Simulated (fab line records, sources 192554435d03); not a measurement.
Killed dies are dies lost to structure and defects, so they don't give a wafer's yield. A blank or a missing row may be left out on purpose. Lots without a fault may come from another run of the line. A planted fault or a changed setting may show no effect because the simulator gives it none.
Split-lot experiment | flow n5_finfet | 7 lots, 21 wafers read, on a route of 1938 steps

THE SPLIT
At N5_BEOL_M7_TRENCH_ETCH_37 (etches SiCOH lowk in C4F6/O2, target depth 93.478 nm, time 31.2 s), the setting time_s was moved away from the recipe's 31.2 s on 9 of the 21 wafers read, by -17.2% to +18.2%. The other wafers ran this setting at the recipe's value.

FROM THE SPLIT TO THE READING: what the file shows between them, 2 steps
- N5_BEOL_M7_ETCH_41: etches SiCN in CH3F/O2, target depth 31.9 nm, time 57.8 s
- N5_BEOL_M7_STRIP_80: strips in N2/H2, time 10 s

THE READING
trench_depth_nm, in nm, at N5_BEOL_M7_OCD_MEAS_38. Fault-free wafers of this fab line usually give 94.2 nm, standard deviation 2.1 nm.

wafer  | tool, chamber at the split | time_s as run, s | against the recipe | trench_depth_nm, nm | against lot-mates on the recipe
L080.2 | rie_diel-04, 3,1,0         | 25.82            | -17.2%             | 75.4                | no lot-mate on the recipe
L080.4 | rie_diel-04, 3,1,0         | 25.82            | -17.2%             | 79.8                | no lot-mate on the recipe
L080.6 | rie_diel-04, 3,1,0         | 25.82            | -17.2%             | 80.1                | no lot-mate on the recipe
L082.1 | rie_diel-01, 2,3           | 36.89            | +18.2%             | 108.5               | +10.8
L082.2 | rie_diel-01, 1             | 31.2             | recipe             | 97.7                | -
L082.3 | rie_diel-01, 2,3           | 36.89            | +18.2%             | 110.8               | +13.1
L083.1 | rie_diel-01, 2,0,2         | 31.2             | recipe             | 92.1                | -
L083.2 | rie_diel-01, 2,0,2         | 31.2             | recipe             | 95.7                | -
L083.5 | rie_diel-01, 2,0,2         | 31.2             | recipe             | 92.9                | -
L086.1 | rie_diel-01, 3,1           | 31.2             | recipe             | 94.1                | -
L086.3 | rie_diel-01, 3,1           | 31.2             | recipe             | 97.2                | -
L086.6 | rie_diel-01, 0             | 28.87            | -7.5%              | 88.5                | -7.2
L091.2 | rie_diel-04, 1,3,3         | 31.2             | recipe             | 95.2                | -
L091.4 | rie_diel-04, 1,3,3         | 31.2             | recipe             | 90.7                | -
L091.6 | rie_diel-04, 1,3,3         | 31.2             | recipe             | 91.2                | -
L090.2 | rie_diel-04, 1,2,2         | 33.05            | +5.9%              | 101.1               | no lot-mate on the recipe
L090.4 | rie_diel-04, 1,2,2         | 33.05            | +5.9%              | 101.7               | no lot-mate on the recipe
L090.6 | rie_diel-04, 1,2,2         | 33.05            | +5.9%              | 100.7               | no lot-mate on the recipe
L094.3 | rie_diel-04, 0,0,1         | 31.2             | recipe             | 95.0                | -
L094.5 | rie_diel-04, 0,0,1         | 31.2             | recipe             | 94.7                | -
L094.6 | rie_diel-04, 0,0,1         | 31.2             | recipe             | 96.7                | -
Where a row lists several chambers, the file gives one row for several wafers and doesn't say which wafer went through which chamber.

THE FIT
A straight line over all 21 wafers: trench_depth_nm changes by +0.9 nm for each +1% of time_s; r = +0.97; the points scatter about the line by 2.1 nm.
The same after taking each lot's own level away (the mean of its wafers on the recipe; 15 wafers): +0.687 nm for each +1%; r = +0.95; scatter 1.6 nm.
On that fit, the largest move of time_s shifts the reading by 13 nm.
The lots' own levels span 92.37 to 97.70 nm, that is 2.5 times the standard deviation above.
So the lot-to-lot level changes the slope: the two fits differ.
Check: with one of the wafers moved furthest among these (+18.2%) left out of the fit, the line predicts +13.6 nm for it against its lot-mates. It came out at +10.8 nm against them.

THE FILE'S OWN FIT
trench_depth_nm changes by +0.697 nm for each +1% of time_s, r = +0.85.
